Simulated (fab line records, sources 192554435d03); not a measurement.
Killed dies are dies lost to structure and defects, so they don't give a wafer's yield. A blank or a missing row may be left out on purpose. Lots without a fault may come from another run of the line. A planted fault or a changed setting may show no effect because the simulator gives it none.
A struck lot beside a sound one | flow n5_finfet | 40 steps out of a route of 1938
Sound: wafers L971.2, L971.4, L971.6. Struck: wafers L976.1, L976.4, L976.6. The cause comes at the end.
At each step with rows: each side's tool, then ch and its chambers, then its first start. Under that, the readings that differ: sound wafers | struck wafers | difference of the means | sigmas: that difference in standard deviations of wafers without a fault.
alike: readings whose means differ by less than 2 such deviations, and words and numbers that are the same on both sides. not compared: withheld readings, readings that some wafer has no value for, bounds like >300 that may hide the same value, and numbers for which the record gives no deviation and whose values overlap.
The two part at a step that has a row with sigmas, a row that says differs or no value, or rows on one side only. Numbers that don't overlap but have no deviation are shown without sigmas and don't part them. A reading that every wafer of one side lacks parts them only if that side has two wafers or more.

first, 10 steps without rows for these wafers: N5_PMOS_HMC_CHANNEL_EPI_PRECLEAN_37 (cleans in O3/DIW, time 45 s); N5_PMOS_HMC_CHANNEL_EPI_PRECLEAN_24 (cleans in DHF, time 30 s); N5_PMOS_HMC_CHANNEL_EPI_SRD_25 (time 30 s); N5_PMOS_HMC_CHANNEL_EPI_EPI_26 (deposits Si from SiH4/H2, target thk 3.8 nm, time 22.7 s); N5_FIN_SAQP_PRECLEAN_42 (cleans in O3/DIW, time 60 s); N5_FIN_SAQP_PRECLEAN_00 (cleans in SC1, time 60 s); N5_FIN_SAQP_PRECLEAN_44 (cleans in SC2, time 45 s); N5_FIN_SAQP_SRD_01 (time 30 s); N5_FIN_SAQP_ALD_61 (deposits SiO2, target thk 4 nm, pulse time 1 s, purge time 2 s); N5_FIN_SAQP_DENSIFY_62 (time 60 s).
N5_FIN_SAQP_HM_DEP_03: deposits SiNx from SiH4/NH3/N2, target thk 38 nm, time 33.6 s.
  sound on pecvd-01 ch 0,1,2, day 1 20:27; struck on pecvd-01 ch 0,1,2, day 3 02:34
  alike: heater_power_w, showerhead_plenum_p_Torr, throttle_valve_pct
  not compared: since_wet_clean_h
then, 12 steps without rows for these wafers: N5_FIN_SAQP_PECVD_47 (deposits a-Si from SiH4/He, target thk 45 nm, time 36.3 s); N5_FIN_SAQP_PECVD_48 (deposits SiNx from SiH4/NH3/N2, target thk 25 nm, time 22.1 s); N5_FIN_SAQP_PECVD_06 (deposits a-Si from SiH4/He, target thk 60 nm, time 48.1 s); N5_FIN_SAQP_HM_DEP_72 (deposits SiO2 from SiH4/N2O, target thk 12 nm, time 7.2 s); N5_FIN_SAQP_COAT_49 (time 60 s, resist thk 100 nm); N5_FIN_SAQP_COAT_50 (time 60 s, resist thk 35 nm); N5_FIN_SAQP_COAT_10 (resist thk 90 nm); N5_FIN_SAQP_EBR_12; N5_FIN_SAQP_SOFTBAKE_11 (time 60 s); N5_FIN_SAQP_EXPOSE_13 (exposes mask FIN CORE, target cd 35.6 nm); N5_FIN_SAQP_PEB_14 (peb time 60 s); N5_FIN_SAQP_DEVELOP_15 (develop time 30 s).
N5_FIN_SAQP_INSPECT_18: inspects for defects (brightfield).
  sound on defect_inspect-01, day 1 21:11; struck on defect_inspect-01, day 3 03:21
  reading          | sound       | struck         | difference | sigmas
  raw_defect_count | 375 486 359 | 1048 1028 1298 | +718       | +6
then, 12 steps without rows for these wafers: N5_FIN_SAQP_DESCUM_21 (chemistry O2, time 7.9 s); N5_FIN_SAQP_ETCH_51 (etches SiARC in CF4, target depth 45.5 nm, time 75.8 s); N5_FIN_SAQP_ETCH_52 (etches SOC in N2/H2, target depth 100 nm, overetch 20 nm, time 150 s); N5_FIN_SAQP_STRIP_53 (strips in N2/H2); N5_FIN_SAQP_HM_OPEN_73 (chemistry CHF3/O2, target SiO2, stops on a-Si, target depth 12 nm, time 16.8 s); N5_FIN_SAQP_STRIP_74 (strips in CHF3/O2); N5_FIN_SAQP_MANDREL_ETCH_22 (etches a-Si in HBr/Cl2, stops on SiNx, target depth 60 nm, bt time 10 s, time 30 s); N5_FIN_SAQP_STRIP_55 (strips in N2/H2); N5_FIN_SAQP_STRIP_23 (strips in SPM, time 750 s); N5_FIN_SAQP_SRD_66 (time 30 s); N5_FIN_SAQP_RECESS_75 (chemistry HF/NH3, target SiO2, target depth 14.4 nm, afs cycles 3, sublimation time 60 s); N5_FIN_SAQP_SPACER1_ALD_24 (deposits SiO2, target thk 20.3 nm, pulse time 1 s, purge time 2 s).
N5_FIN_SAQP_INSPECT_40: inspects for defects (brightfield).
  sound on defect_inspect-02, day 2 01:33; struck on defect_inspect-02, day 3 07:49
  reading          | sound       | struck      | difference | sigmas
  raw_defect_count | 139 214 231 | 856 903 924 | +700       | +10
N5_FIN_CUT_INSPECT_10: inspects for defects (brightfield).
  sound on defect_inspect-01, day 2 02:04; struck on defect_inspect-02, day 3 08:20
  reading          | sound    | struck      | difference | sigmas
  raw_defect_count | 32 39 40 | 773 780 806 | +749       | +68
-- the record jumps here: 6 days lie between the struck wafers' starts before and after (it left off in module FIN_CUT and takes up again in module BEOL_M4, whose first step shown is number 1111 of the route) --
N5_BEOL_M4_RC_MEAS_101:
  sound on prober-01 ch 0, day 7 14:14; struck on prober-01 ch 0, day 9 13:31
  reading        | sound                | struck               | difference | sigmas
  IOFF_P (nA/um) | 0.184 0.213 0.173    | 0.238 0.240 0.295    | +0.068     | +3
  VT_P (mV)      | -252.7 -248.5 -251.3 | -245.9 -247.6 -244.1 | +5.0       | +2
  alike: DIBL_N, DIBL_P, IOFF_N, ION_N, ION_P, SS_N, SS_P, VT_N
-- the record jumps here: 4 days lie between the struck wafers' starts before and after (it left off in module BEOL_M4 and takes up again in module PASSIVATION, whose first step shown is number 1936 of the route) --
N5_PASSIVATION_PROBE_49:
  sound on prober-02, day 11 04:43; struck on prober-01, day 13 23:31
  reading                  | sound          | struck         | difference | sigmas
  defect_limited_yield (%) | 93.2 93.1 94.0 | 86.3 79.5 83.8 | -10.2      | -7
  killed_at_front_end      | 31 32 30       | 101 160 122    | +97        | +8
  killed_dies              | 80 81 71       | 162 242 191    | +121       | +7
  killed_on_rim            | 10 10 14       | 35 37 36       | +25        | +6
  sort_bin_5_function (%)  | 4.0 4.7 3.9    | 7.9 13.1 9.6   | +6.0       | +6
  sort_bin_6_memory (%)    | 2.5 2.1 1.9    | 3.8 4.5 4.2    | +2.0       | +3
  sort_n_pass              | 1100 1099 1109 | 1018 938 989   | -121       | -7
  sort_yield_pct (%)       | 93.2 93.1 94.0 | 86.3 79.5 83.8 | -10.2      | -7
  alike: killed_at_M0_to_M3, killed_at_M4_up, killed_at_contacts, killed_at_other, killed_open, killed_short

WHERE THEY PART
First at N5_FIN_SAQP_INSPECT_18; last, within this record, at N5_PASSIVATION_PROBE_49.

WHY: what the simulator had put in
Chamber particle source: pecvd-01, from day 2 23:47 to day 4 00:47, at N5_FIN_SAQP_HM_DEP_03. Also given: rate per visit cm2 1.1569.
